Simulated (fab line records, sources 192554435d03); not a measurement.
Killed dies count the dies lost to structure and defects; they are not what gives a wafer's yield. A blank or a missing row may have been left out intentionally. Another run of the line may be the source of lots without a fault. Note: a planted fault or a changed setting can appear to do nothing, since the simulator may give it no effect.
Which tool is to blame? || flow n5-finfet || Sampling: 12 lots, 36 wafers, 4 of 1938 route steps

== WHAT EACH GAUGE READ, for each wafer ==
N5_BEOL_M0_SAQP_CD_MEAS_40: target cd 30 nm.
{"lot": "L075", "measured": "day 5 22:20", "on": "cd-sem-02", "cd-nm (nm)": "30.19 29.95 29.96"}
{"lot": "L077", "measured": "day 6 06:43", "on": "cd-sem-02", "cd-nm (nm)": "29.87 30.07 29.62"}
{"lot": "L079", "measured": "day 7 06:02", "on": "cd-sem-02", "cd-nm (nm)": "29.97 29.71 30.08"}
{"lot": "L081", "measured": "day 7 15:15", "on": "cd-sem-03", "cd-nm (nm)": "29.81 30.02 29.47"}
{"lot": "L083", "measured": "day 7 20:40", "on": "cd-sem-02", "cd-nm (nm)": "30.22 29.93 30.72"}
{"lot": "L085", "measured": "day 8 14:40", "on": "cd-sem-03", "cd-nm (nm)": "30.34 30.27 30.07"}
{"lot": "L087", "measured": "day 9 06:00", "on": "cd-sem-02", "cd-nm (nm)": "29.75 29.89 29.79"}
{"lot": "L089", "measured": "day 9 13:02", "on": "cd-sem-01", "cd-nm (nm)": "29.70 30.01 29.99"}
{"lot": "L091", "measured": "day 9 19:02", "on": "cd-sem-01", "cd-nm (nm)": "30.42 29.83 29.93"}
{"lot": "L093", "measured": "day 10 10:17", "on": "cd-sem-03", "cd-nm (nm)": "30.22 29.94 30.06"}
{"lot": "L095", "measured": "day 11 04:02", "on": "cd-sem-02", "cd-nm (nm)": "30.29 29.98 29.77"}
{"lot": "L097", "measured": "day 11 10:39", "on": "cd-sem-03", "cd-nm (nm)": "29.90 30.26 29.67"}

== WHICH TOOL RAN EACH LOT (tool, then ch and the chambers of the sampled wafers, then the start) ==
{"lot": "L075", "N5_BEOL_M0_SAQP_STRIP_86": "rie-diel-02 ch 0,1,2, day 5 19:05", "N5_BEOL_M0_SAQP_MANDREL1_REMOVE_100": "rie-si-06 ch 1,2,3, day 5 20:10", "N5_BEOL_M0_SAQP_SPACER2_ALD_26": "ald-sin-02 ch 2,3, day 5 21:17"}
{"lot": "L077", "N5_BEOL_M0_SAQP_STRIP_86": "rie-diel-02 ch 1,2,3, day 6 02:53", "N5_BEOL_M0_SAQP_MANDREL1_REMOVE_100": "rie-si-04 ch 0,2,3, day 6 04:12", "N5_BEOL_M0_SAQP_SPACER2_ALD_26": "ald-sin-03 ch 0,1,2, day 6 05:39"}
{"lot": "L079", "N5_BEOL_M0_SAQP_STRIP_86": "rie-diel-03 ch 2,3, day 7 02:27", "N5_BEOL_M0_SAQP_MANDREL1_REMOVE_100": "rie-si-06 ch 0,1, day 7 03:32", "N5_BEOL_M0_SAQP_SPACER2_ALD_26": "ald-sin-01 ch 1,2, day 7 04:56"}
{"lot": "L081", "N5_BEOL_M0_SAQP_STRIP_86": "rie-diel-02 ch 0,2, day 7 11:31", "N5_BEOL_M0_SAQP_MANDREL1_REMOVE_100": "rie-si-06 ch 0,1, day 7 12:35", "N5_BEOL_M0_SAQP_SPACER2_ALD_26": "ald-sin-01 ch 1,3, day 7 13:43"}
{"lot": "L083", "N5_BEOL_M0_SAQP_STRIP_86": "rie-diel-02 ch 0,1,2, day 7 17:01", "N5_BEOL_M0_SAQP_MANDREL1_REMOVE_100": "rie-si-04 ch 0,1, day 7 18:17", "N5_BEOL_M0_SAQP_SPACER2_ALD_26": "ald-sin-03 ch 0,1,3, day 7 19:32"}
{"lot": "L085", "N5_BEOL_M0_SAQP_STRIP_86": "rie-diel-02 ch 0,1,3, day 8 09:56", "N5_BEOL_M0_SAQP_MANDREL1_REMOVE_100": "rie-si-04 ch 0,1,3, day 8 11:01", "N5_BEOL_M0_SAQP_SPACER2_ALD_26": "ald-sin-03 ch 0,1,2, day 8 13:22"}
{"lot": "L087", "N5_BEOL_M0_SAQP_STRIP_86": "rie-diel-02 ch 1,2, day 9 01:40", "N5_BEOL_M0_SAQP_MANDREL1_REMOVE_100": "rie-si-04 ch 1,2, day 9 02:45", "N5_BEOL_M0_SAQP_SPACER2_ALD_26": "ald-sin-01 ch 0,1, day 9 04:57"}
{"lot": "L089", "N5_BEOL_M0_SAQP_STRIP_86": "rie-diel-02 ch 0,3, day 9 09:13", "N5_BEOL_M0_SAQP_MANDREL1_REMOVE_100": "rie-si-04 ch 0,2, day 9 10:40", "N5_BEOL_M0_SAQP_SPACER2_ALD_26": "ald-sin-03 ch 0,2,3, day 9 11:59"}
{"lot": "L091", "N5_BEOL_M0_SAQP_STRIP_86": "rie-diel-03 ch 0,1, day 9 15:31", "N5_BEOL_M0_SAQP_MANDREL1_REMOVE_100": "rie-si-04 ch 1,2,3, day 9 16:36", "N5_BEOL_M0_SAQP_SPACER2_ALD_26": "ald-sin-01 ch 0,2,3, day 9 17:50"}
{"lot": "L093", "N5_BEOL_M0_SAQP_STRIP_86": "rie-diel-02 ch 0,1, day 10 05:46", "N5_BEOL_M0_SAQP_MANDREL1_REMOVE_100": "rie-si-04 ch 0,2,3, day 10 07:52", "N5_BEOL_M0_SAQP_SPACER2_ALD_26": "ald-sin-01 ch 0,1,2, day 10 09:07"}
{"lot": "L095", "N5_BEOL_M0_SAQP_STRIP_86": "rie-diel-03 ch 0,1,2, day 10 23:59", "N5_BEOL_M0_SAQP_MANDREL1_REMOVE_100": "rie-si-06 ch 0,1,3, day 11 01:34", "N5_BEOL_M0_SAQP_SPACER2_ALD_26": "ald-sin-03 ch 1,2,3, day 11 02:52"}
{"lot": "L097", "N5_BEOL_M0_SAQP_STRIP_86": "rie-diel-03 ch 0,1,3, day 11 06:43", "N5_BEOL_M0_SAQP_MANDREL1_REMOVE_100": "rie-si-05 ch 0,1,3, day 11 08:21", "N5_BEOL_M0_SAQP_SPACER2_ALD_26": "ald-sin-01 ch 1,2,3, day 11 09:29"}
- N5_BEOL_M0_SAQP_STRIP_86: strips in N2/H2.
- N5_BEOL_M0_SAQP_MANDREL1_REMOVE_100: chemistry HBr/Cl2/O2, target a-Si, stops on SiNx, bt time 10 s.
- N5_BEOL_M0_SAQP_SPACER2_ALD_26: deposits SiO2, target thk 15 nm, pulse time 1 s, purge time 2 s.

== THE ANSWER, worked out from the rows above alone ==
Rule: the usual values come from the lots themselves. The widest of any qualifying gaps counts: lots, ordered by their means at a reading, are off when they make up no more than a third of the lots, leave a main group of 4 or more, and stand apart from it by 3 or more times the standard deviation of that group's means. The tables above print the reading to a certain number of digits; a main group whose means all agree to those digits is not used. Also off: a lot with no number at a reading for which 4 or more lots have one. The other lots that the step has rows for count as sound.
None of the lots is off at any reading shown; this tells nothing.

== WHAT THE SIMULATOR HAD INSERTED ==
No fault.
